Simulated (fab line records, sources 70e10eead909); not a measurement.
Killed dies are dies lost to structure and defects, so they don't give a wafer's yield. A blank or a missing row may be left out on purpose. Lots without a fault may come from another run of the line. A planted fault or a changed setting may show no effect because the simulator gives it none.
Chamber matching | flow nand_harc | NHARC_A_M0_DESCUM_14 on rie_diel-08: 4 sister chambers
The step chemistry O2, time 3 s. 4 wafers are shown with their chamber, then 7 later ones without.

WAFERS WITH THEIR CHAMBER
wafer  | chamber | showerhead_plenum_p_Torr (Torr)
L082.2 | 0       | 1.80
L086.6 | 3       | 1.78
L093.2 | 1       | 2.06
L093.3 | 2       | 1.97

WAFERS WITHOUT THEIR CHAMBER
wafer  | showerhead_plenum_p_Torr (Torr)
L093.5 | 2.06
L094.1 | 2.06
L094.4 | 1.97
L094.5 | 1.79
L095.1 | 1.78
L095.4 | 1.97
L095.5 | 1.79

WHICH CHAMBER EACH WENT THROUGH
wafer  | from the rows above     | in truth
L093.5 | 1                       | 1
L094.1 | 1                       | 1
L094.4 | 2                       | 2
L094.5 | can't be placed: 0 or 3 | 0
L095.1 | 3                       | 3
L095.4 | 2                       | 2
L095.5 | can't be placed: 0 or 3 | 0
Placed correctly: 5 of 7. Can't be placed from these rows: 2 (the true chamber is among the candidates in 2). Placed wrongly: 0.
How it was worked out, from the rows above alone: a wafer's distance from a chamber is the root of the sum, over the readings, of the square of ((its reading less the chamber's mean) divided by the reading's scatter). The wafer belongs to the nearest chamber; if the next one is less than 2 further off, it can't be placed. A chamber's mean is the mean of its shown wafers. The scatter: with one shown wafer a chamber, the root of the mean of the squares of how far each hidden wafer lies from its nearest shown one.
